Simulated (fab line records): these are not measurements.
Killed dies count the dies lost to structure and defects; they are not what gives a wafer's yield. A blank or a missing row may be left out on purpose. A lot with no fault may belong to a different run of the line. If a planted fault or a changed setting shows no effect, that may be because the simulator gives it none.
fab line records ; flow n5_finfet
[record] lots = 7; wafers = 21
route steps=1938 shown BEOL_M3@969 BEOL_M4@1070 BEOL_M5@1140 BEOL_M6@1239 BEOL_M8@1335
start_h: start of the lot's first displayed wafer, in hours after the record's first day ; wait_h: hours from the lot's prior step to this one ; " the same as in the row above ; L1.1+2: a row that stands for several wafers ; - value missing, or start not given ; * or withheld: withheld ; < > ~ a bound
route shown NAME@n: a module of which the file shows steps, and the number in the route of the first ; usual: mean/standard deviation of fault-free wafers ; same: alike in all rows ; chamber/n: place in a boat ; sites: the reading at each site ; _std_site: standard deviation of those values ; _edge_site: the outer-site mean with the inner-site mean subtracted ; radius_mm: for every site, how far away it sits from the centre of the wafer ; mask NAME#n: copy n ; behind: the most recent tool/chamber to have shaped the wafer ; hold: the reason the lot was held/the length of the hold in hours/how it ended ; device: names the non-switching transistor (n, p or np) ; end of line: the same wafers' tests at the end of the route ; step lacking rows: just its recipe ; killed: not the wafer's yield, but the dies lost to structure and defects at the first sort ; map: a wafer's dies, marking killed ones x, the rest . and places with no die _
set.NAME: the setting that was run; set.NAME@STEP: the one run at that earlier step ; model.NAME: the simulator's own value behind a step, which no gauge read
lots whose settings were changed on purpose; a table a step, a row a wafer
[[steps]]
[step N5_BEOL_M3_DESCUM_33]
[recipe] chemistry = O2; time_s = 7; source_power_w = 50; bias_power_w = 20; pressure_mtorr = 20; rf_frequency_hz = 2.712e+07; temp_c = 40; resist = CAR-EUV; o2_flow_sccm = 225
lot.wafer;tool;chamber;start_h;wait_h;set.time_s;model.CAR-EUV_of_BEOL_M3_COAT_22.thk_nm
L074.1;rie_diel-01;2;156.72;0.1;7;26.2
L074.3;rie_diel-01;3;156.72;0.1;5.516;26.8
L074.5;rie_diel-01;2;156.72;0.1;7;26
L075.3;rie_diel-03;1;157.86;0.0;7;26.2
L075.4+5;rie_diel-03;0,3;157.86;0.0;7;26
L079.2+6;rie_diel-04;1;203.29;0.0;7.651;25.6
L079.4;rie_diel-04;3;203.29;0.0;7.651;25.8
L082.2+5;rie_diel-03;2;209.62;0.0;7;26.2
L082.6;rie_diel-03;1;209.62;0.0;7;26
L086.2;rie_diel-04;3;236.48;0.0;8.37;25.2
L086.4;rie_diel-04;2;236.48;0.0;7;25.8
L086.6;rie_diel-04;0;236.48;0.0;7;26
L091.1;rie_diel-01;3;254.05;0.0;7.994;25.4
L091.3;rie_diel-01;2;254.05;0.0;7;26
L091.4;rie_diel-01;1;254.05;0.0;7.994;25.6
L092.2;rie_diel-03;2;266.27;0.0;7.808;25.6
L092.3;rie_diel-03;1;266.27;0.0;7.808;25.8
L092.6;rie_diel-03;0;266.27;0.0;7;26
[step N5_BEOL_M3_ETCH_77]
[recipe] chemistry = N2/H2; target = underlayer; target_depth_a = 65; mask_material = CAR-EUV; time_s = 5.2; ion_energy_ev = 200; pressure_mtorr = 30; source_w = 840; bias_w = 150; n2_flow_sccm = 200; h2_flow_sccm = 200; ends = cleared
[step N5_BEOL_M3_ETCH_69]
[recipe] chemistry = CF4; target = SiARC; target_depth_a = 156; mask_material = CAR-EUV; time_s = 26; ion_energy_ev = 80; pressure_mtorr = 40; source_w = 545; bias_w = 36; Ar_flow_sccm = 100; cf4_flow_sccm = 100; ends = cleared
[step N5_BEOL_M3_ALD_98]
[recipe] material = SiO2; target_thk_a = 25; temp_c = 100; ald_precursor_family = BDEAS; ald_co_reactant = O2-plasma; pulse_time_s = 1; co_reactant_pulse_time_s = 1; purge_time_s = 2; co_reactant_purge_time_s = 2; ald_cycles = 17; pressure_torr = 2
[step N5_BEOL_M3_ETCHBACK_99]
[recipe] chemistry = CHF3; target = SiO2; target_depth_a = 50; time_s = 10.4; source_w = 215; bias_w = 47; Ar_flow_sccm = 200; CHF3_flow_sccm = 12; ion_energy_ev = 100; pressure_mtorr = 30
[step N5_BEOL_M3_ETCH_70]
[recipe] chemistry = N2/H2; target = SOC; target_depth_a = 800; overetch_a = 160; mask_material = SiARC; temp_c = 40; time_s = 120; ion_energy_ev = 200; pressure_mtorr = 30; source_w = 840; bias_w = 150; n2_flow_sccm = 200; h2_flow_sccm = 200
lot.wafer;tool;chamber;start_h;wait_h;set.spin_rpm@BEOL_M3_COAT_67;model.etch.depth_nm
L074.1;rie_diel-03;0;158.10;0.0;1500;60.17
L074.3;rie_diel-03;1;158.10;0.0;1641;57.35
L074.5;rie_diel-03;0;158.10;0.0;1641;57.46
L075.3;rie_diel-04;1;160.25;0.0;1500;60.17
L075.4;rie_diel-04;1;160.25;0.0;1500;60
L075.5;rie_diel-04;0;160.25;0.0;1500;60.2
L079.2;rie_diel-04;2;217.75;0.0;1581;58.47
L079.4;rie_diel-04;1;217.75;0.0;1500;60.04
L079.6;rie_diel-04;2;217.75;0.0;1500;59.95
L082.2;rie_diel-01;0;220.99;0.0;1500;60.16
L082.5;rie_diel-01;3;220.99;0.0;1500;60.35
L082.6;rie_diel-01;2;220.99;0.0;1665;57.05
L086.2;rie_diel-04;3;263.78;0.0;1657;57.07
L086.4;rie_diel-04;0;263.78;0.0;1657;57.24
L086.6;rie_diel-04;0;263.78;0.0;1500;59.95
L091.1;rie_diel-01;3;271.04;0.0;1500;59.94
L091.3;rie_diel-01;1;271.04;0.0;1560;58.61
L091.4;rie_diel-01;2;271.04;0.0;1560;58.74
L092.2;rie_diel-01;3;275.94;0.0;1391;62.43
L092.3;rie_diel-01;2;275.94;0.0;1500;60.05
L092.6;rie_diel-01;2;275.94;0.0;1500;59.9
[step N5_BEOL_M3_STRIP_71]
[recipe] chemistry = N2/H2; temp_c = 40; n2_flow_sccm = 200; h2_flow_sccm = 200; rf_frequency_hz = 6e+07
[step N5_BEOL_M3_STRIP_78]
[recipe] chemistry = N2/H2; temp_c = 40; n2_flow_sccm = 200; h2_flow_sccm = 200; rf_frequency_hz = 6e+07
[step N5_BEOL_M3_VIA_ETCH_34]
[recipe] chemistry = C4F6/O2; target_depth_a = 694; mask_material = SOC; pressure_mtorr = 15; ion_energy_ev = 250; taper_deg = 4; time_s = 65.9; source_w = 350; bias_w = 170; Ar_flow_sccm = 300; C4F6_flow_sccm = 10; O2_flow_sccm = 10
lot.wafer;tool;chamber;start_h;wait_h;set.spin_rpm@BEOL_M3_COAT_67;model.SOC_of_BEOL_M3_COAT_67.thk_nm
L074.1;rie_diel-03;0;158.20;0.0;1500;52
L074.3;rie_diel-03;1;158.20;0.0;1641;49.4
L074.5;rie_diel-03;0;158.20;0.0;1641;49.2
L075.3+5;rie_diel-04;1,0;160.35;0.0;1500;52.2
L075.4;rie_diel-04;1;160.35;0.0;1500;52
L079.2;rie_diel-04;2;217.85;0.0;1581;50.2
L079.4;rie_diel-04;1;217.85;0.0;1500;52
L079.6;rie_diel-04;2;217.85;0.0;1500;51.8
L082.2+5;rie_diel-01;0,3;221.09;0.0;1500;52
L082.6;rie_diel-01;2;221.09;0.0;1665;49.2
L086.2;rie_diel-04;3;263.88;0.0;1657;49.2
L086.4;rie_diel-04;0;263.88;0.0;1657;49.4
L086.6;rie_diel-04;0;263.88;0.0;1500;52
L091.1;rie_diel-01;3;271.14;0.0;1500;51.4
L091.3;rie_diel-01;1;271.14;0.0;1560;50.8
L091.4;rie_diel-01;2;271.14;0.0;1560;51
L092.2;rie_diel-01;3;276.04;0.0;1391;54.2
L092.3;rie_diel-01;2;276.04;0.0;1500;52.4
L092.6;rie_diel-01;2;276.04;0.0;1500;52.2
[step N5_BEOL_M4_TRENCH_ETCH_37]
[recipe] chemistry = C4F6/O2; target_depth_a = 555.55; target = SiOC; time_s = 29.2; ion_energy_ev = 250; pressure_mtorr = 30; source_w = 355; bias_w = 185; Ar_flow_sccm = 300; C4F6_flow_sccm = 10; O2_flow_sccm = 10
[usual] rf_vpp_V = 661/11
lot.wafer;tool;chamber;start_h;wait_h;set.source_w;rf_vpp_V
L074.1;rie_diel-06;0;-;-;355;675
L074.3;rie_diel-06;2;-;-;355;689
L074.5;rie_diel-06;3;-;-;355;647
L075.3;rie_diel-02;2;-;-;355;648
L075.4;rie_diel-02;0;-;-;355;655
L075.5;rie_diel-02;0;-;-;355;654
L079.2;rie_diel-05;2;-;-;416.4;616
L079.4;rie_diel-05;0;-;-;355;668
L079.6;rie_diel-05;2;-;-;416.4;616
L082.2;rie_diel-02;3;-;-;355;668
L082.5;rie_diel-02;0;-;-;355;654
L082.6;rie_diel-02;3;-;-;312.3;713
L086.2;rie_diel-05;3;-;-;355;650
L086.4;rie_diel-05;3;-;-;355;650
L086.6;rie_diel-05;0;-;-;355;669
L091.1;rie_diel-06;0;-;-;355;673
L091.3;rie_diel-06;2;-;-;355;687
L091.4;rie_diel-06;3;-;-;355;647
L092.2;rie_diel-02;3;-;-;355;668
L092.3;rie_diel-02;0;-;-;410.9;608
L092.6;rie_diel-02;2;-;-;410.9;602
[step N5_BEOL_M5_COAT_66]
[recipe] resist = SiARC; temp_c = 220; time_s = 60; spin_rpm = 1500; resist_thk_nm = 12
lot.wafer;tool;chamber;start_h;wait_h;set.spin_rpm;model.SiARC_of_BEOL_M5_COAT_66.thk_nm
L074.1+3;litho_track-04;0;-;-;1500;12
L074.5;litho_track-04;0;-;-;1344;12.6
L075.3+5;litho_track-04;0;-;-;1500;12
L075.4;litho_track-04;0;-;-;1500;11.8
L079.2+4+6;litho_track-05;0;-;-;1500;12
L082.2+6;litho_track-01;0;-;-;1571;11.8
L082.5;litho_track-01;0;-;-;1500;12
L086.2+4;litho_track-04;0;-;-;1412;12.4
L086.6;litho_track-04;0;-;-;1500;12
L091.1+3;litho_track-05;0;-;-;1665;11.4
L091.4;litho_track-05;0;-;-;1500;12
L092.2+3;litho_track-04;0;-;-;1560;11.8
L092.6;litho_track-04;0;-;-;1500;12
[step N5_BEOL_M5_COAT_74]
[recipe] resist = underlayer; temp_c = 205; time_s = 60; spin_rpm = 1500; resist_thk_nm = 5
lot.wafer;tool;chamber;start_h;wait_h;set.spin_rpm
L074.1+3;litho_track-04;0;-;-;1564
L074.5;litho_track-04;0;-;-;1500
L075.3+4+5;litho_track-04;0;-;-;1500
L079.2+4;litho_track-05;0;-;-;1653
L079.6;litho_track-05;0;-;-;1500
L082.2+6;litho_track-01;0;-;-;1500
L082.5;litho_track-01;0;-;-;1401
L086.2+4+6;litho_track-04;0;-;-;1548
L091.1;litho_track-05;0;-;-;1602
L091.3+4;litho_track-05;0;-;-;1500
L092.2;litho_track-04;0;-;-;1500
L092.3+6;litho_track-04;0;-;-;1566
[step N5_BEOL_M5_COAT_22]
[recipe] resist = CAR-EUV; spin_rpm = 1500; resist_thk_nm = 30
[step N5_BEOL_M5_EBR_24]
[recipe] solvent = PGMEA; ebr_width_mm = 1.5
[step N5_BEOL_M5_DESCUM_33]
[recipe] chemistry = O2; time_s = 7; source_power_w = 50; bias_power_w = 20; pressure_mtorr = 20; rf_frequency_hz = 2.712e+07; temp_c = 40; resist = CAR-EUV; o2_flow_sccm = 225
[step N5_BEOL_M5_ETCH_75]
[recipe] chemistry = N2/H2; target = underlayer; target_depth_a = 65; mask_material = CAR-EUV; time_s = 5.2; ion_energy_ev = 200; pressure_mtorr = 30; source_w = 840; bias_w = 150; n2_flow_sccm = 200; h2_flow_sccm = 200; ends = cleared
lot.wafer;tool;chamber;start_h;wait_h;set.spin_rpm@BEOL_M5_COAT_74;model.etch.depth_nm
L074.1;rie_diel-04;0;204.66;0.0;1564;4.88
L074.3;rie_diel-04;3;204.66;0.0;1564;4.915
L074.5;rie_diel-04;3;204.66;0.0;1500;4.992
L075.3;rie_diel-04;3;209.99;0.0;1500;4.981
L075.4;rie_diel-04;0;209.99;0.0;1500;4.996
L075.5;rie_diel-04;2;209.99;0.0;1500;4.987
L079.2;rie_diel-03;3;244.30;0.0;1653;4.786
L079.4;rie_diel-03;2;244.30;0.0;1653;4.768
L079.6;rie_diel-03;0;244.30;0.0;1500;5.014
L082.2;rie_diel-04;2;251.38;0.0;1500;5.026
L082.5;rie_diel-04;0;251.38;0.0;1401;5.193
L082.6;rie_diel-04;1;251.38;0.0;1500;5.013
L086.2;rie_diel-01;1;285.96;0.0;1548;4.917
L086.4;rie_diel-01;0;285.96;0.0;1548;4.916
L086.6;rie_diel-01;0;285.96;0.0;1548;4.918
L091.1;rie_diel-03;0;296.43;0.0;1602;4.851
L091.3;rie_diel-03;2;296.43;0.0;1500;5.015
L091.4;rie_diel-03;0;296.43;0.0;1500;5.028
L092.2;rie_diel-04;1;299.34;0.0;1500;5
L092.3;rie_diel-04;0;299.34;0.0;1566;4.893
L092.6;rie_diel-04;0;299.34;0.0;1566;4.886
[step N5_BEOL_M5_ETCH_67]
[recipe] chemistry = CF4; target = SiARC; target_depth_a = 156; mask_material = CAR-EUV; time_s = 26; ion_energy_ev = 80; pressure_mtorr = 40; source_w = 545; bias_w = 36; Ar_flow_sccm = 100; cf4_flow_sccm = 100; ends = cleared
lot.wafer;tool;chamber;start_h;wait_h;set.spin_rpm@BEOL_M5_COAT_66;set.spin_rpm@BEOL_M5_COAT_74;model.CAR-EUV_of_BEOL_M5_COAT_22.thk_nm;model.etch.depth_nm
L074.1;rie_diel-04;0;204.67;0.0;1500;1564;11.4;11.98
L074.3;rie_diel-04;3;204.67;0.0;1500;1564;11.4;11.95
L074.5;rie_diel-04;3;204.67;0.0;1344;1500;10.8;12.67
L075.3+5;rie_diel-04;3,2;210.00;0.0;1500;1500;11.2;11.92
L075.4;rie_diel-04;0;210.00;0.0;1500;1500;11.2;11.89
L079.2;rie_diel-03;3;244.31;0.0;1500;1653;11.4;11.93
L079.4;rie_diel-03;2;244.31;0.0;1500;1653;11.4;11.96
L079.6;rie_diel-03;0;244.31;0.0;1500;1500;11;11.92
L082.2;rie_diel-04;2;251.40;0.0;1571;1500;11.2;11.75
L082.5;rie_diel-04;0;251.40;0.0;1500;1401;10.8;12.06
L082.6;rie_diel-04;1;251.40;0.0;1571;1500;11.2;11.79
L086.2;rie_diel-01;1;285.98;0.0;1412;1548;11;12.39
L086.4;rie_diel-01;0;285.98;0.0;1412;1548;11;12.36
L086.6;rie_diel-01;0;285.98;0.0;1500;1548;11.2;12
L091.1;rie_diel-03;0;296.45;0.0;1665;1602;11.8;11.31
L091.3;rie_diel-03;2;296.45;0.0;1665;1500;11.6;11.31
L091.4;rie_diel-03;0;296.45;0.0;1500;1500;11;11.95
L092.2;rie_diel-04;1;299.35;0.0;1560;1500;11.2;11.73
L092.3;rie_diel-04;0;299.35;0.0;1560;1566;11.4;11.76
L092.6;rie_diel-04;0;299.35;0.0;1500;1566;11.2;11.99
[step N5_BEOL_M6_TRENCH_ETCH_37]
[recipe] chemistry = C4F6/O2; target_depth_a = 944.35; target = SiCOH_lowk; time_s = 31.5; ion_energy_ev = 250; pressure_mtorr = 30; source_w = 345; bias_w = 185; Ar_flow_sccm = 300; C4F6_flow_sccm = 10; O2_flow_sccm = 10
lot.wafer;tool;chamber;start_h;wait_h;set.source_w;model.BEOL_M6.feature_depth_nm;model.etch.depth_nm
L074.1;rie_diel-06;0;-;-;311.3;92;92.03
L074.3;rie_diel-06;3;-;-;311.3;89.8;89.82
L074.5;rie_diel-06;3;-;-;345;93.4;93.49
L075.3;rie_diel-06;0;-;-;345;95.2;95.16
L075.4;rie_diel-06;2;-;-;345;92.6;92.69
L075.5;rie_diel-06;1;-;-;345;93.8;93.74
L079.2;rie_diel-06;1;-;-;369.7;97;97.09
L079.4;rie_diel-06;0;-;-;369.7;98.2;98.25
L079.6;rie_diel-06;1;-;-;345;93.2;93.18
L082.2;rie_diel-06;0;-;-;321.6;93.6;93.66
L082.5;rie_diel-06;1;-;-;321.6;92.4;92.46
L082.6;rie_diel-06;0;-;-;345;95.6;95.58
L086.2;rie_diel-05;1;-;-;386.2;98.4;98.47
L086.4;rie_diel-05;2;-;-;345;94.4;94.32
L086.6;rie_diel-05;2;-;-;386.2;99;99.08
L091.1;rie_diel-02;1;-;-;345;92.8;92.86
L091.3;rie_diel-02;0;-;-;345;93.8;93.84
L091.4;rie_diel-02;2;-;-;291.9;87;87.04
L092.2;rie_diel-06;3;-;-;345;92;92.04
L092.3;rie_diel-06;2;-;-;345;92;91.98
L092.6;rie_diel-06;2;-;-;345;92.6;92.59
[step N5_BEOL_M6_ETCH_41]
[recipe] chemistry = CH3F/O2; target = SiCN; target_depth_a = 297; taper_deg = 2; time_s = 52; ion_energy_ev = 120; mask_material = TiN; pressure_mtorr = 30; source_w = 395; bias_w = 75; Ar_flow_sccm = 150; CH3F_flow_sccm = 30; O2_flow_sccm = 20
[step N5_BEOL_M6_STRIP_80]
[recipe] chemistry = N2/H2; time_s = 10; power_w = 450; temp_c = 40; pressure_mtorr = 20; rf_frequency_hz = 6e+07; bias_power_w = 7; n2_flow_sccm = 200; h2_flow_sccm = 200
[step N5_BEOL_M6_OCD_MEAS_38]
[usual] trench_depth_nm = 94.2/1.4
lot.wafer;tool;chamber;start_h;wait_h;set.source_w@BEOL_M6_TRENCH_ETCH_37;trench_depth_nm
L074.1;ocd-01;-;220.87;-;311.3;92.0
L074.3;ocd-01;-;220.87;-;311.3;89.8
L074.5;ocd-01;-;220.87;-;345;93.7
L075.3;ocd-02;-;221.34;-;345;94.7
L075.4;ocd-02;-;221.34;-;345;92.9
L075.5;ocd-02;-;221.34;-;345;93.4
L079.2;ocd-02;-;257.58;-;369.7;96.5
L079.4;ocd-02;-;257.58;-;369.7;98.1
L079.6;ocd-02;-;257.58;-;345;93.4
L082.2;ocd-02;-;263.16;-;321.6;94.2
L082.5;ocd-02;-;263.16;-;321.6;92.2
L082.6;ocd-02;-;263.16;-;345;95.3
L086.2;ocd-02;-;297.39;-;386.2;98.3
L086.4;ocd-02;-;297.39;-;345;94.3
L086.6;ocd-02;-;297.39;-;386.2;98.8
L091.1;ocd-01;-;310.20;-;345;92.6
L091.3;ocd-01;-;310.20;-;345;93.8
L091.4;ocd-01;-;310.20;-;291.9;87.0
L092.2;ocd-01;-;311.37;-;345;91.6
L092.3;ocd-01;-;311.37;-;345;92.3
L092.6;ocd-01;-;311.37;-;345;92.5
[step N5_BEOL_M8_PECVD_70]
[recipe] material = SiO2; target_thk_a = 200; temp_c = 400; precursor = TEOS/O2; pressure_torr = 5.5; rf_w = 450; teos_flow_sccm = 53.8; gas = O2; flow_sccm = 3000; time_s = 22.7
lot.wafer;tool;chamber;start_h;wait_h;set.temp_c;model.SiO2_of_BEOL_M8_PECVD_70.thk_nm
L074.1;pecvd-03;0;233.32;0.0;387.6;21.6
L074.3;pecvd-03;2;233.32;0.0;387.6;21.4
L074.5;pecvd-03;0;233.32;0.0;387.6;22
L075.3;pecvd-01;0;236.57;0.1;400;19.8
L075.4;pecvd-01;1;236.57;0.1;400;20
L075.5;pecvd-01;1;236.57;0.1;400;20.2
L079.2;pecvd-04;2;270.07;0.0;416.8;17.6
L079.4+6;pecvd-04;2,1;270.07;0.0;400;20
L082.2;pecvd-03;0;279.71;0.0;400;19.8
L082.5;pecvd-03;0;279.71;0.0;407.8;19.2
L082.6;pecvd-03;1;279.71;0.0;400;20.4
L086.2;pecvd-01;2;312.72;0.0;400;20
L086.4;pecvd-01;0;312.72;0.0;415.9;17.8
L086.6;pecvd-01;1;312.72;0.0;400;20.4
L091.1;pecvd-04;1;320.50;0.0;400;20
L091.3;pecvd-04;2;320.50;0.0;400;19.6
L091.4;pecvd-04;2;320.50;0.0;400;20.2
L092.2+6;pecvd-04;2,0;322.38;0.0;400;20
L092.3;pecvd-04;1;322.38;0.0;414.3;18
[step N5_BEOL_M8_COAT_63]
[recipe] resist = SOC; temp_c = 250; time_s = 60; spin_rpm = 1500; resist_thk_nm = 60
lot.wafer;tool;chamber;start_h;wait_h;set.spin_rpm;model.SOC_of_BEOL_M8_COAT_63.thk_nm
L074.1+5;litho_track-04;0;236.99;0.6;1343;63.2
L074.3;litho_track-04;0;236.99;0.6;1500;59.8
L075.3+4;litho_track-02;0;239.88;0.9;1500;59.6
L075.5;litho_track-02;0;239.88;0.9;1500;59.8
L079.2+4;litho_track-01;0;275.58;2.9;1500;60
L079.6;litho_track-01;0;275.58;2.9;1500;59.8
L082.2+6;litho_track-02;0;282.36;0.9;1500;60
L082.5;litho_track-02;0;282.36;0.9;1384;62.4
L086.2+6;litho_track-04;0;314.21;0.0;1500;60
L086.4;litho_track-04;0;314.21;0.0;1545;59
L091.1;litho_track-02;0;323.92;0.0;1500;60.2
L091.3+4;litho_track-02;0;323.92;0.0;1500;60
L092.2;litho_track-04;0;328.13;2.5;1500;60
L092.3+6;litho_track-04;0;328.13;2.5;1500;60.2
[[key]]
[split] step = N5_BEOL_M3_DESCUM_33; setting = time_s; stated = 7; by = wafer
[response] step = N5_BEOL_M3_DESCUM_33; reading = model.CAR-EUV_of_BEOL_M3_COAT_22.thk_nm; change = -0.0335; per = 1%; r = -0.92
[split] step = N5_BEOL_M4_TRENCH_ETCH_37; setting = source_w; stated = 355; by = wafer
[response] step = N5_BEOL_M4_TRENCH_ETCH_37; reading = rf_vpp_V; change = -3.65; per = 1%; r = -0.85
[split] step = N5_BEOL_M5_COAT_66; setting = spin_rpm; stated = 1500; by = wafer
[response] step = N5_BEOL_M5_COAT_66; reading = model.SiARC_of_BEOL_M5_COAT_66.thk_nm; change = -0.0561; per = 1%; r = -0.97
[response] step = N5_BEOL_M5_ETCH_67; reading = model.CAR-EUV_of_BEOL_M5_COAT_22.thk_nm; change = +0.0576; per = 1%; r = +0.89
[response] step = N5_BEOL_M5_ETCH_67; reading = model.etch.depth_nm; change = -0.0624; per = 1%; r = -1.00
[split] step = N5_BEOL_M5_COAT_74; setting = spin_rpm; stated = 1500; by = wafer
[response] step = N5_BEOL_M5_ETCH_75; reading = model.etch.depth_nm; change = -0.0243; per = 1%; r = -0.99
[response] step = N5_BEOL_M5_ETCH_67; reading = model.CAR-EUV_of_BEOL_M5_COAT_22.thk_nm; slope = +0.0364; per = 1%; together_with = spin_rpm@BEOL_M5_COAT_66; explained = 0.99
[split] step = N5_BEOL_M6_TRENCH_ETCH_37; setting = source_w; stated = 345; by = wafer
[response] step = N5_BEOL_M6_TRENCH_ETCH_37; reading = model.BEOL_M6.feature_depth_nm; change = +0.388; per = 1%; r = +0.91
[response] step = N5_BEOL_M6_TRENCH_ETCH_37; reading = model.etch.depth_nm; change = +0.392; per = 1%; r = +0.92
[response] step = N5_BEOL_M6_OCD_MEAS_38; reading = trench_depth_nm; change = +0.376; per = 1%; r = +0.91
[split] step = N5_BEOL_M8_PECVD_70; setting = temp_c; stated = 400; by = wafer
[response] step = N5_BEOL_M8_PECVD_70; reading = model.SiO2_of_BEOL_M8_PECVD_70.thk_nm; change = -0.57; per = 1%; r = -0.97
[split] step = N5_BEOL_M8_COAT_63; setting = spin_rpm; stated = 1500; by = wafer
[response] step = N5_BEOL_M8_COAT_63; reading = model.SOC_of_BEOL_M8_COAT_63.thk_nm; change = -0.32; per = 1%; r = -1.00
split outside_this_file step=N5_BEOL_M3_COAT_67 setting=spin_rpm
// split outside_this_file: this setting was split too, and the file shows its column; the key of that split is in another file
